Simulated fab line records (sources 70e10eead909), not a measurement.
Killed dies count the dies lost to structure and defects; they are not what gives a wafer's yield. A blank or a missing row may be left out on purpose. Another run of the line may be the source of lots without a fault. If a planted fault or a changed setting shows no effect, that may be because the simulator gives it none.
Chamber matching || flow nand-harc || 4 sister chambers for NHARC_P_CONTACT_ETCH_35 on rie-diel-06
The step etches the open film in CF4, target depth 39 nm, time 65 s. 8 wafers are shown with their chamber, then 11 later ones without.

EACH WAFER AND ITS CHAMBER
{"wafer": "L077.5", "chamber": 3, "drypump-motor-current-A (A)": 5.1, "oes-product-au (a.u.)": 1.005}
{"wafer": "L079.6", "chamber": 3, "drypump-motor-current-A (A)": 5.0, "oes-product-au (a.u.)": 1.020}
{"wafer": "L085.2", "chamber": 0, "drypump-motor-current-A (A)": 6.0, "oes-product-au (a.u.)": 1.023}
{"wafer": "L085.6", "chamber": 1, "drypump-motor-current-A (A)": 5.2, "oes-product-au (a.u.)": 1.000}
{"wafer": "L087.3", "chamber": 2, "drypump-motor-current-A (A)": 5.8, "oes-product-au (a.u.)": 0.997}
{"wafer": "L087.4", "chamber": 2, "drypump-motor-current-A (A)": 5.8, "oes-product-au (a.u.)": 0.981}
{"wafer": "L087.6", "chamber": 1, "drypump-motor-current-A (A)": 5.2, "oes-product-au (a.u.)": 1.005}
{"wafer": "L088.4", "chamber": 0, "drypump-motor-current-A (A)": 6.0, "oes-product-au (a.u.)": 1.010}

WAFERS WITH NO CHAMBER GIVEN
{"wafer": "L088.5", "drypump-motor-current-A (A)": 6.0, "oes-product-au (a.u.)": 1.008}
{"wafer": "L088.6", "drypump-motor-current-A (A)": 5.2, "oes-product-au (a.u.)": 1.002}
{"wafer": "L089.1", "drypump-motor-current-A (A)": 5.2, "oes-product-au (a.u.)": 1.000}
{"wafer": "L089.2", "drypump-motor-current-A (A)": 6.0, "oes-product-au (a.u.)": 1.008}
{"wafer": "L089.4", "drypump-motor-current-A (A)": 5.3, "oes-product-au (a.u.)": 1.003}
{"wafer": "L091.1", "drypump-motor-current-A (A)": 6.0, "oes-product-au (a.u.)": 1.004}
{"wafer": "L091.4", "drypump-motor-current-A (A)": 5.8, "oes-product-au (a.u.)": 0.999}
{"wafer": "L091.5", "drypump-motor-current-A (A)": 6.1, "oes-product-au (a.u.)": 1.012}
{"wafer": "L095.2", "drypump-motor-current-A (A)": 6.0, "oes-product-au (a.u.)": 1.029}
{"wafer": "L095.4", "drypump-motor-current-A (A)": 5.1, "oes-product-au (a.u.)": 1.007}
{"wafer": "L095.6", "drypump-motor-current-A (A)": 5.1, "oes-product-au (a.u.)": 1.007}

THE CHAMBER EACH PASSED THROUGH
{"wafer": "L088.5", "from the rows above": 0, "in truth": 0}
{"wafer": "L088.6", "from the rows above": 1, "in truth": 1}
{"wafer": "L089.1", "from the rows above": 1, "in truth": 1}
{"wafer": "L089.2", "from the rows above": 0, "in truth": 0}
{"wafer": "L089.4", "from the rows above": 1, "in truth": 1}
{"wafer": "L091.1", "from the rows above": 0, "in truth": 0}
{"wafer": "L091.4", "from the rows above": 2, "in truth": 2}
{"wafer": "L091.5", "from the rows above": 0, "in truth": 0}
{"wafer": "L095.2", "from the rows above": 0, "in truth": 0}
{"wafer": "L095.4", "from the rows above": "can't be placed: 3 or 1", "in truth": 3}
{"wafer": "L095.6", "from the rows above": "can't be placed: 3 or 1", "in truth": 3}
Placed correctly: 9 of 11. These rows do not allow placing 2 (true chamber among the candidates in 2). Wrongly placed: 0.
How it was worked out, from the rows above alone: a wafer's distance from a chamber is the root of the sum, over the readings, of the square of ((its reading less the chamber's mean) divided by the reading's scatter). If the next closest chamber is less than 2 further off than the closest, the wafer can't be placed; otherwise it belongs to the closest. Each chamber's mean is taken over the wafers shown for it. How the scatter is found: for the shown wafers, subtract from each reading the mean of its chamber, square and add these, divide the total by (wafers less chambers), then take the root.
